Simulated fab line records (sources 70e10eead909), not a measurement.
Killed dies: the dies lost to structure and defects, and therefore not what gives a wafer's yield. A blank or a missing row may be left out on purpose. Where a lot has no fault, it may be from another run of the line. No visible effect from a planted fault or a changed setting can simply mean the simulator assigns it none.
The tool behind it: which one? + flow nandHarc + 24 lots with 72 wafers sampled at 6 steps, on a route of 1159 steps

== WHAT EACH GAUGE READ, for each wafer ==
NHARC_P_GATE_CD_MEAS_59: the cd target is 720 nm. Usual: cdNm at 722.0 nm, with a standard deviation of 1.9.
| lot  | measured     | on       | cdNm (nm)         | flag |
|------|--------------|----------|-------------------|------|
| L074 | day 5 12:47  | cdSem-02 | 720.9 718.4 718.9 |      |
| L075 | day 5 13:10  | cdSem-01 | 722.3 722.0 723.7 |      |
| L076 | day 5 20:49  | cdSem-02 | 721.6 719.9 724.3 |      |
| L077 | day 5 23:54  | cdSem-03 | 720.3 720.6 722.6 |      |
| L078 | day 6 00:07  | cdSem-03 | 720.9 718.9 719.8 |      |
| L079 | day 6 14:58  | cdSem-03 | 721.8 721.6 720.1 |      |
| L081 | day 7 01:12  | cdSem-02 | 721.1 722.1 722.5 |      |
| L080 | day 7 02:10  | cdSem-03 | 722.8 720.0 720.1 |      |
| L082 | day 7 16:48  | cdSem-03 | 722.6 722.2 723.6 |      |
| L083 | day 7 12:00  | cdSem-01 | 724.9 722.7 722.4 |      |
| L084 | day 7 18:23  | cdSem-02 | 721.8 722.4 720.0 |      |
| L086 | day 8 10:50  | cdSem-01 | 723.9 727.5 725.5 |      |
| L087 | day 8 11:05  | cdSem-01 | 721.5 721.2 721.9 |      |
| L085 | day 8 11:29  | cdSem-02 | 725.2 724.6 724.9 |      |
| L088 | day 8 16:58  | cdSem-03 | 721.8 721.8 721.4 |      |
| L090 | day 9 07:19  | cdSem-03 | 722.5 723.0 722.2 |      |
| L089 | day 9 07:44  | cdSem-02 | 722.8 723.0 720.2 |      |
| L091 | day 9 14:21  | cdSem-03 | 722.3 720.8 722.3 |      |
| L092 | day 9 19:02  | cdSem-01 | 722.6 720.9 719.9 |      |
| L093 | day 10 02:05 | cdSem-03 | 719.6 719.5 720.3 |      |
| L094 | day 10 09:31 | cdSem-03 | 721.6 723.1 724.5 |      |
| L095 | day 10 09:59 | cdSem-02 | 724.6 720.0 721.3 |      |
| L096 | day 10 15:02 | cdSem-02 | 724.6 722.2 723.7 |      |
| L097 | day 11 02:16 | cdSem-03 | 722.5 722.2 720.2 |      |

NHARC_P_M0_THK_MEAS_24: measures by xrf. Usual: thkNm at 116.9 nm, with a standard deviation of 1.5.
| lot  | measured     | on           | thkNm (nm)        | flag |
|------|--------------|--------------|-------------------|------|
| L074 | day 6 09:05  | filmMetro-02 | 115.2 114.5 114.9 |      |
| L075 | day 6 09:47  | filmMetro-02 | 120.0 118.4 117.1 |      |
| L076 | day 6 15:56  | filmMetro-01 | 117.6 114.9 117.2 |      |
| L077 | day 6 17:22  | filmMetro-01 | 115.3 115.3 115.9 |      |
| L078 | day 6 17:32  | filmMetro-02 | 117.4 116.5 115.0 |      |
| L079 | day 7 07:53  | filmMetro-01 | 117.3 116.1 116.2 |      |
| L081 | day 7 18:30  | filmMetro-01 | 117.1 116.2 117.2 |      |
| L080 | day 7 18:59  | filmMetro-01 | 114.7 116.9 115.6 |      |
| L082 | day 8 06:57  | filmMetro-02 | 117.4 117.8 118.5 |      |
| L083 | day 8 03:40  | filmMetro-02 | 116.2 116.4 116.7 |      |
| L084 | day 8 07:31  | filmMetro-01 | 118.0 118.1 118.9 |      |
| L086 | day 9 04:10  | filmMetro-02 | 116.2 118.6 116.0 |      |
| L087 | day 9 04:36  | filmMetro-02 | 118.6 119.3 117.4 |      |
| L085 | day 9 04:49  | filmMetro-02 | 115.7 115.9 114.8 |      |
| L088 | day 9 07:54  | filmMetro-02 | 117.3 118.0 116.6 |      |
| L090 | day 9 22:34  | filmMetro-01 | 116.5 114.7 117.6 |      |
| L089 | day 9 23:15  | filmMetro-02 | 118.0 117.1 119.8 |      |
| L091 | day 10 05:53 | filmMetro-02 | 115.2 116.0 113.5 |      |
| L092 | day 10 08:31 | filmMetro-02 | 117.7 117.9 118.4 |      |
| L093 | day 10 17:33 | filmMetro-02 | 116.3 118.0 115.4 |      |
| L094 | day 10 22:56 | filmMetro-02 | 118.1 117.0 118.4 |      |
| L095 | day 10 23:26 | filmMetro-01 | 114.5 116.8 115.8 |      |
| L096 | day 11 04:38 | filmMetro-01 | 116.6 117.5 116.2 |      |
| L097 | day 11 15:33 | filmMetro-02 | 119.3 119.2 119.1 |      |

NHARC_P_M1_OVL_MEAS_10: pitch 260 nm. Usual: overlayXNm 0.2 nm, standard deviation 0.88; overlayYNm -0.1 nm, standard deviation 0.87.
| lot  | measured     | on         | overlayXNm (nm) | overlayYNm (nm) | flag |
|------|--------------|------------|-----------------|-----------------|------|
| L074 | day 6 10:43  | overlay-02 | 1.8 1.7 2.3     | -0.1 -0.1 -0.5  |      |
| L075 | day 6 11:25  | overlay-02 | -1.2 -1.0 -0.5  | 1.7 1.3 1.1     |      |
| L076 | day 6 17:35  | overlay-02 | 0.2 0.3 0.7     | -0.1 0.2 -0.2   |      |
| L077 | day 6 18:59  | overlay-01 | -0.3 0.2 -0.1   | -0.1 -0.6 -0.5  |      |
| L078 | day 6 19:11  | overlay-02 | -1.5 -1.1 -1.6  | 1.1 0.2 0.6     |      |
| L079 | day 7 09:23  | overlay-02 | 1.2 0.9 1.2     | -0.5 -0.3 -0.8  |      |
| L081 | day 7 20:35  | overlay-01 | 0.4 -0.1 0.3    | 0.0 0.8 0.7     |      |
| L080 | day 7 21:19  | overlay-01 | 0.2 0.3 0.9     | 0.4 0.4 -0.1    |      |
| L082 | day 8 08:36  | overlay-02 | -1.1 -1.7 -1.4  | 0.5 0.9 0.1     |      |
| L083 | day 8 05:16  | overlay-02 | 0.5 -0.1 0.4    | 0.4 0.0 0.4     |      |
| L084 | day 8 09:10  | overlay-01 | -0.3 -0.5 0.0   | -0.8 -1.3 -1.6  |      |
| L086 | day 9 06:07  | overlay-01 | 0.3 0.3 0.3     | -0.2 0.0 0.1    |      |
| L087 | day 9 06:20  | overlay-02 | -0.1 0.2 0.3    | 2.0 1.5 1.5     |      |
| L085 | day 9 06:54  | overlay-01 | -0.9 -1.1 -1.1  | -0.8 -1.1 -1.0  |      |
| L088 | day 9 09:25  | overlay-01 | 1.3 1.3 1.4     | -1.8 -2.1 -2.5  |      |
| L090 | day 10 00:04 | overlay-01 | -0.4 -0.3 -0.4  | -1.2 -1.4 -0.6  |      |
| L089 | day 10 00:46 | overlay-02 | 0.6 0.6 0.9     | 0.2 -0.1 -0.1   |      |
| L091 | day 10 07:31 | overlay-01 | -0.6 -0.3 0.0   | 0.2 0.3 0.2     |      |
| L092 | day 10 10:01 | overlay-02 | 1.9 1.4 1.2     | 0.7 0.4 0.3     |      |
| L093 | day 10 19:11 | overlay-01 | 0.1 -0.1 0.1    | 0.2 0.4 0.3     |      |
| L094 | day 11 00:34 | overlay-01 | 1.0 0.8 0.7     | -0.7 0.3 0.0    |      |
| L095 | day 11 01:04 | overlay-02 | -0.5 -0.2 -0.3  | -0.7 -1.4 -1.0  |      |
| L096 | day 11 06:10 | overlay-01 | 1.2 1.2 0.8     | 0.1 0.4 -0.6    |      |
| L097 | day 11 17:19 | overlay-01 | -0.6 -0.3 -1.0  | -1.6 -1.6 -1.5  |      |

== TOOL THAT RAN EACH LOT (tool first, then ch and the chambers of the sampled wafers, then the start) ==
| lot  | NHARC_P_GATE_ETCH_32            | NHARC_P_GATE_STRIP_101            | NHARC_P_M0_DEP_32               |
|------|---------------------------------|-----------------------------------|---------------------------------|
| L074 | rieSi-04 ch 1,2,3, day 4 22:58  | rieDiel-05 ch 0,1,3, day 5 09:26  | pecvd-02 ch 0,1,2, day 6 09:23  |
| L075 | rieSi-01 ch 0,1,2, day 4 23:29  | rieDiel-05 ch 0,1,2, day 5 09:45  | pecvd-02 ch 0,1, day 6 10:07    |
| L076 | rieSi-01 ch 2,3, day 5 07:25    | rieDiel-02 ch 0,2,3, day 5 17:49  | pecvd-02 ch 0,1, day 6 16:16    |
| L077 | rieSi-01 ch 0,1,3, day 5 10:48  | rieDiel-05 ch 0,1,2, day 5 21:11  | pecvd-02 ch 0,1, day 6 17:40    |
| L078 | rieSi-06 ch 1,2, day 5 11:05    | rieDiel-02 ch 0,1,2, day 5 21:34  | pecvd-03 ch 0,1, day 6 17:50    |
| L079 | rieSi-06 ch 0,2, day 6 02:03    | rieDiel-05 ch 0,2, day 6 12:32    | pecvd-02 ch 0,1,2, day 7 08:17  |
| L081 | rieSi-06 ch 0,2,3, day 6 12:11  | rieDiel-08 ch 0,1,3, day 6 22:41  | pecvd-03 ch 0,1, day 7 19:04    |
| L080 | rieSi-04 ch 2,3, day 6 13:01    | rieDiel-08 ch 0,1,3, day 6 23:26  | pecvd-03 ch 0,1,2, day 7 19:59  |
| L082 | rieSi-01 ch 1,2,3, day 6 22:50  | rieDiel-05 ch 0,3, day 7 14:16    | pecvd-04 ch 0,1, day 8 07:18    |
| L083 | rieSi-04 ch 0,2, day 6 23:13    | rieDiel-05 ch 0,1,3, day 7 09:35  | pecvd-04 ch 1,2, day 8 03:58    |
| L084 | rieSi-06 ch 1,2,3, day 7 04:43  | rieDiel-05 ch 0,1,2, day 7 15:49  | pecvd-04 ch 0,1,2, day 8 07:57  |
| L086 | rieSi-06 ch 0,1, day 7 21:43    | rieDiel-05 ch 1,2, day 8 08:10    | pecvd-03 ch 1,2, day 9 04:35    |
| L087 | rieSi-01 ch 1,2, day 7 21:44    | rieDiel-02 ch 0,2, day 8 08:10    | pecvd-02 ch 0,2, day 9 04:58    |
| L085 | rieSi-04 ch 0,3, day 7 22:02    | rieDiel-02 ch 0,2,3, day 8 08:26  | pecvd-02 ch 1,2, day 9 05:38    |
| L088 | rieSi-01 ch 0,1,2, day 8 02:10  | rieDiel-05 ch 2,3, day 8 14:29    | pecvd-03 ch 0,1,2, day 9 08:13  |
| L090 | rieSi-01 ch 1,2, day 8 18:13    | rieDiel-05 ch 2,3, day 9 04:38    | pecvd-04 ch 0,1, day 9 22:52    |
| L089 | rieSi-01 ch 0,2, day 8 18:43    | rieDiel-02 ch 0,1,2, day 9 05:06  | pecvd-04 ch 0,1,2, day 9 23:33  |
| L091 | rieSi-06 ch 0,2,3, day 9 01:16  | rieDiel-05 ch 0,2,3, day 9 11:47  | pecvd-03 ch 0,1,2, day 10 06:13 |
| L092 | rieSi-04 ch 1,2, day 9 05:46    | rieDiel-08 ch 0,2,3, day 9 16:37  | pecvd-02 ch 0,2, day 10 08:49   |
| L093 | rieSi-01 ch 1,2, day 9 12:40    | rieDiel-02 ch 0,1,3, day 9 23:39  | pecvd-03 ch 0,1,2, day 10 17:51 |
| L094 | rieSi-01 ch 0,1,2, day 9 20:29  | rieDiel-02 ch 0,3, day 10 06:58   | pecvd-03 ch 0,1,2, day 10 23:14 |
| L095 | rieSi-04 ch 0,1,3, day 9 20:38  | rieDiel-05 ch 2,3, day 10 07:18   | pecvd-04 ch 0,1,2, day 10 23:46 |
| L096 | rieSi-01 ch 1,2, day 10 01:57   | rieDiel-08 ch 0,1,3, day 10 12:22 | pecvd-04 ch 0,2, day 11 04:56   |
| L097 | rieSi-01 ch 0,1,3, day 10 13:16 | rieDiel-08 ch 1,2, day 10 23:34   | pecvd-02 ch 0,1,2, day 11 15:56 |
- NHARC_P_GATE_ETCH_32: etches the open film in HBr/Cl2, target depth 150 nm, time 100.1 s.
- NHARC_P_GATE_STRIP_101: strips in O2, time 20 s.
- NHARC_P_M0_DEP_32: deposits SiCN, target thk 30 nm.

== AS READ BY THE TOOLS THEMSELVES (means over the sampled wafers that have a number; for cases with no such wafer, the mark the record gives instead) ==
NHARC_P_GATE_ETCH_32. Usual: drypumpMotorCurrentA 5.6 A, standard deviation 0.41; oesProductAu 0.999 a.u., standard deviation 0.015; rfFwdPowerW 397.2 W, standard deviation 1.5; throttleValvePct 26.406 %, standard deviation 0.009.
| lot  | tool     | drypumpMotorCurrentA (A) | oesProductAu (a.u.) | rfFwdPowerW (W) | throttleValvePct (%) | flag |
|------|----------|--------------------------|---------------------|-----------------|----------------------|------|
| L074 | rieSi-04 | 5.9                      | 0.997               | 397.9           | 26.405               |      |
| L075 | rieSi-01 | 5.5                      | 0.999               | 399.2           | 26.406               |      |
| L076 | rieSi-01 | 5.4                      | 1.004               | 397.8           | 26.402               |      |
| L077 | rieSi-01 | 5.6                      | 0.994               | 397.0           | 26.401               |      |
| L078 | rieSi-06 | 6.1                      | 1.001               | 396.8           | 26.409               |      |
| L079 | rieSi-06 | 6.2                      | 1.010               | 395.3           | 26.415               |      |
| L081 | rieSi-06 | 5.9                      | 1.002               | 397.3           | 26.413               |      |
| L080 | rieSi-04 | 6.0                      | 1.003               | 396.0           | 26.402               |      |
| L082 | rieSi-01 | 5.5                      | 0.984               | 395.7           | 26.402               |      |
| L083 | rieSi-04 | 5.2                      | 0.998               | 396.1           | 26.400               |      |
| L084 | rieSi-06 | 5.7                      | 0.988               | 397.4           | 26.402               |      |
| L086 | rieSi-06 | 6.0                      | 1.001               | 397.7           | 26.407               |      |
| L087 | rieSi-01 | 5.5                      | 0.992               | 398.6           | 26.415               |      |
| L085 | rieSi-04 | 4.9                      | 1.011               | 397.2           | 26.407               |      |
| L088 | rieSi-01 | 5.5                      | 0.997               | 398.2           | 26.401               |      |
| L090 | rieSi-01 | 5.3                      | 0.992               | 398.7           | 26.407               |      |
| L089 | rieSi-01 | 5.4                      | 1.009               | 397.7           | 26.406               |      |
| L091 | rieSi-06 | 5.9                      | 0.991               | 397.0           | 26.408               |      |
| L092 | rieSi-04 | 6.3                      | 0.994               | 395.8           | 26.406               |      |
| L093 | rieSi-01 | 5.4                      | 0.984               | 398.0           | 26.401               |      |
| L094 | rieSi-01 | 5.5                      | 0.997               | 399.3           | 26.400               |      |
| L095 | rieSi-04 | 5.4                      | 1.008               | 397.5           | 26.404               |      |
| L096 | rieSi-01 | 5.5                      | 0.984               | 397.9           | 26.409               |      |
| L097 | rieSi-01 | 5.6                      | 1.001               | 396.9           | 26.403               |      |

NHARC_P_GATE_STRIP_101. Usual: drypumpMotorCurrentA 5.8 A, standard deviation 0.35; mfcArSccm 0.013 sccm, standard deviation 0.014; oesProductAu 0.999 a.u., standard deviation 0.013; rfVppV 57.7 V, standard deviation 0.88; showerheadPlenumPTorr 3.53 Torr, standard deviation 0.093; throttleValvePct 17.036 %, standard deviation 0.0092.
| lot  | tool       | drypumpMotorCurrentA (A) | mfcArSccm (sccm) | oesProductAu (a.u.) | rfVppV (V) | showerheadPlenumPTorr (Torr) | throttleValvePct (%) | flag |
|------|------------|--------------------------|------------------|---------------------|------------|------------------------------|----------------------|------|
| L074 | rieDiel-05 | 5.8                      | 0.006            | 1.001               | 57.6       | 3.56                         | 17.036               |      |
| L075 | rieDiel-05 | 6.0                      | 0.010            | 0.992               | 57.2       | 3.51                         | 17.031               |      |
| L076 | rieDiel-02 | 5.7                      | 0.026            | 1.007               | 58.0       | 3.52                         | 17.045               |      |
| L077 | rieDiel-05 | 6.0                      | 0.010            | 1.000               | 56.5       | 3.50                         | 17.025               |      |
| L078 | rieDiel-02 | 5.7                      | 0.028            | 1.003               | 58.0       | 3.56                         | 17.049               |      |
| L079 | rieDiel-05 | 6.0                      | 0.006            | 0.988               | 57.3       | 3.54                         | 17.043               |      |
| L081 | rieDiel-08 | 5.5                      | 0.006            | 0.994               | 57.8       | 3.50                         | 17.035               |      |
| L080 | rieDiel-08 | 5.5                      | 0.006            | 1.002               | 57.3       | 3.50                         | 17.039               |      |
| L082 | rieDiel-05 | 5.9                      | 0.002            | 0.992               | 58.7       | 3.59                         | 17.040               |      |
| L083 | rieDiel-05 | 5.8                      | 0.006            | 1.001               | 57.8       | 3.55                         | 17.039               |      |
| L084 | rieDiel-05 | 6.0                      | 0.010            | 0.991               | 57.7       | 3.50                         | 17.042               |      |
| L086 | rieDiel-05 | 5.9                      | 0.014            | 1.006               | 57.6       | 3.46                         | 17.037               |      |
| L087 | rieDiel-02 | 5.4                      | 0.037            | 1.006               | 57.1       | 3.51                         | 17.046               |      |
| L085 | rieDiel-02 | 5.7                      | 0.026            | 1.007               | 57.1       | 3.51                         | 17.035               |      |
| L088 | rieDiel-05 | 5.8                      | 0.009            | 1.019               | 57.5       | 3.57                         | 17.041               |      |
| L090 | rieDiel-05 | 6.0                      | 0.014            | 0.995               | 57.8       | 3.51                         | 17.028               |      |
| L089 | rieDiel-02 | 5.6                      | 0.028            | 0.995               | 58.5       | 3.54                         | 17.033               |      |
| L091 | rieDiel-05 | 5.9                      | 0.008            | 1.003               | 58.3       | 3.55                         | 17.036               |      |
| L092 | rieDiel-08 | 5.8                      | 0.011            | 0.988               | 57.4       | 3.55                         | 17.027               |      |
| L093 | rieDiel-02 | 5.8                      | 0.013            | 0.998               | 57.3       | 3.59                         | 17.027               |      |
| L094 | rieDiel-02 | 5.4                      | 0.023            | 1.007               | 57.7       | 3.55                         | 17.034               |      |
| L095 | rieDiel-05 | 6.0                      | 0.014            | 0.999               | 58.3       | 3.50                         | 17.039               |      |
| L096 | rieDiel-08 | 5.5                      | 0.006            | 0.993               | 57.4       | 3.48                         | 17.037               |      |
| L097 | rieDiel-08 | 5.3                      | 0.022            | 0.994               | 56.9       | 3.51                         | 17.032               |      |

NHARC_P_M0_DEP_32. Usual: heaterPowerW 558 W, standard deviation 79; rfFwdPowerW 449.0 W, standard deviation 1.3; susceptorTempC 369.97 C, standard deviation 0.2.
| lot  | tool     | heaterPowerW (W) | rfFwdPowerW (W) | susceptorTempC (C) | flag |
|------|----------|------------------|-----------------|--------------------|------|
| L074 | pecvd-02 | 545              | 450.5           | 369.96             |      |
| L075 | pecvd-02 | 624              | 448.4           | 370.21             |      |
| L076 | pecvd-02 | 615              | 450.1           | 370.02             |      |
| L077 | pecvd-02 | 548              | 447.2           | 370.04             |      |
| L078 | pecvd-03 | 561              | 449.3           | 369.85             |      |
| L079 | pecvd-02 | 576              | 448.2           | 369.89             |      |
| L081 | pecvd-03 | 575              | 448.4           | 370.05             |      |
| L080 | pecvd-03 | 612              | 449.7           | 370.05             |      |
| L082 | pecvd-04 | 481              | 450.1           | 370.09             |      |
| L083 | pecvd-04 | 482              | 448.8           | 370.17             |      |
| L084 | pecvd-04 | 521              | 448.9           | 370.01             |      |
| L086 | pecvd-03 | 651              | 448.1           | 369.85             |      |
| L087 | pecvd-02 | 597              | 447.8           | 369.91             |      |
| L085 | pecvd-02 | 464              | 449.4           | 369.95             |      |
| L088 | pecvd-03 | 624              | 449.6           | 370.15             |      |
| L090 | pecvd-04 | 478              | 449.3           | 370.07             |      |
| L089 | pecvd-04 | 501              | 448.6           | 369.96             |      |
| L091 | pecvd-03 | 635              | 448.5           | 369.92             |      |
| L092 | pecvd-02 | 533              | 448.0           | 370.01             |      |
| L093 | pecvd-03 | 621              | 448.7           | 369.96             |      |
| L094 | pecvd-03 | 588              | 449.0           | 370.07             |      |
| L095 | pecvd-04 | 524              | 449.7           | 369.97             |      |
| L096 | pecvd-04 | 541              | 448.5           | 369.78             |      |
| L097 | pecvd-02 | 539              | 450.3           | 370.07             |      |

== THE ANSWER, worked out from the rows above alone ==
Rule: take the mean of a lot's wafers that have a number; if it is more than 3 standard deviations from the usual mean, the lot is off. Also off: a lot with no number at a reading for which 4 or more lots have one. Any other lot the step has rows for is counted as sound. After the gauges, taken in route order, come the tools' own readings; for these a lot's mean is taken, as printed above. The first step at which some lot is off is used, and at that step the reading that is off furthest; a lot without a number counts as furthest.
Nothing can be told from this: no lot is off at any reading shown.

== WHAT THE SIMULATOR HAD PUT IN ==
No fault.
